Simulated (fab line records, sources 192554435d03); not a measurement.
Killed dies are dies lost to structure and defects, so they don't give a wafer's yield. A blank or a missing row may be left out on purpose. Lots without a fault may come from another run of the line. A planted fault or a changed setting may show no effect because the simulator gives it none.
Chamber matching | flow n5_finfet | N5_BEOL_M10_STRIP_67 on rie_diel-03: 4 sister chambers
The step strips in CF4. 16 wafers are shown with their chamber, then 8 later ones without.

WAFERS WITH THEIR CHAMBER
wafer  | chamber | drypump_motor_current_A (A) | showerhead_plenum_p_Torr (Torr) | throttle_valve_pct (%)
L074.1 | 3       | 6.3                         | 1.77                            | 13.82
L074.3 | 0       | 5.8                         | 1.73                            | 13.42
L074.5 | 3       | 6.3                         | 1.77                            | 13.82
L076.1 | 2       | 6.6                         | 1.75                            | 13.36
L076.2 | 1       | 5.1                         | 1.77                            | 13.73
L076.3 | 3       | 6.3                         | 1.77                            | 13.79
L077.1 | 0       | 5.8                         | 1.73                            | 13.45
L077.2 | 1       | 5.1                         | 1.77                            | 13.74
L077.4 | 2       | 6.6                         | 1.75                            | 13.38
L088.1 | 1       | 5.1                         | 1.76                            | 13.21
L088.2 | 0       | 5.8                         | 1.73                            | 13.49
L088.4 | 0       | 5.8                         | 1.73                            | 13.48
L090.1 | 1       | 5.1                         | 1.76                            | 13.19
L090.4 | 1       | 5.1                         | 1.76                            | 13.22
L090.6 | 0       | 5.8                         | 1.73                            | 13.50
L092.1 | 2       | 6.7                         | 1.74                            | 13.46

SIGNATURES (means of the wafers above)
reading                  | chamber 0 | chamber 1 | chamber 2 | chamber 3 | scatter within a chamber
drypump_motor_current_A  | 5.800     | 5.100     | 6.633     | 6.300     | 0.0236
showerhead_plenum_p_Torr | 1.7300    | 1.7640    | 1.7467    | 1.7700    | 0.00394
throttle_valve_pct       | 13.4680   | 13.4180   | 13.4000   | 13.8100   | 0.17
Rule: a wafer's distance from a chamber is the root of the sum, over the readings, of the square of ((its reading less the chamber's mean) divided by the reading's scatter). The wafer belongs to the nearest chamber; if the next one is less than 2 further off, it can't be placed. The scatter: the root of (the sum of the squares of (reading less its chamber's mean) over the shown wafers, divided by (wafers less chambers)).

WAFERS WITHOUT THEIR CHAMBER
wafer  | drypump_motor_current_A (A) | showerhead_plenum_p_Torr (Torr) | throttle_valve_pct (%)
L092.2 | 5.8                         | 1.72                            | 13.52
L092.4 | 5.2                         | 1.76                            | 13.24
L093.1 | 5.8                         | 1.72                            | 13.53
L093.4 | 6.3                         | 1.76                            | 13.28
L093.5 | 5.1                         | 1.76                            | 13.25
L095.1 | 6.3                         | 1.76                            | 13.28
L095.3 | 6.6                         | 1.74                            | 13.46
L095.6 | 5.8                         | 1.72                            | 13.52

WHICH CHAMBER EACH WENT THROUGH
wafer  | from the rows above | in truth
L092.2 | 0                   | 0
L092.4 | 1                   | 1
L093.1 | 0                   | 0
L093.4 | 3                   | 3
L093.5 | 1                   | 1
L095.1 | 3                   | 3
L095.3 | 2                   | 2
L095.6 | 0                   | 0
Placed correctly: 8 of 8. Can't be placed from these rows: 0. Placed wrongly: 0.
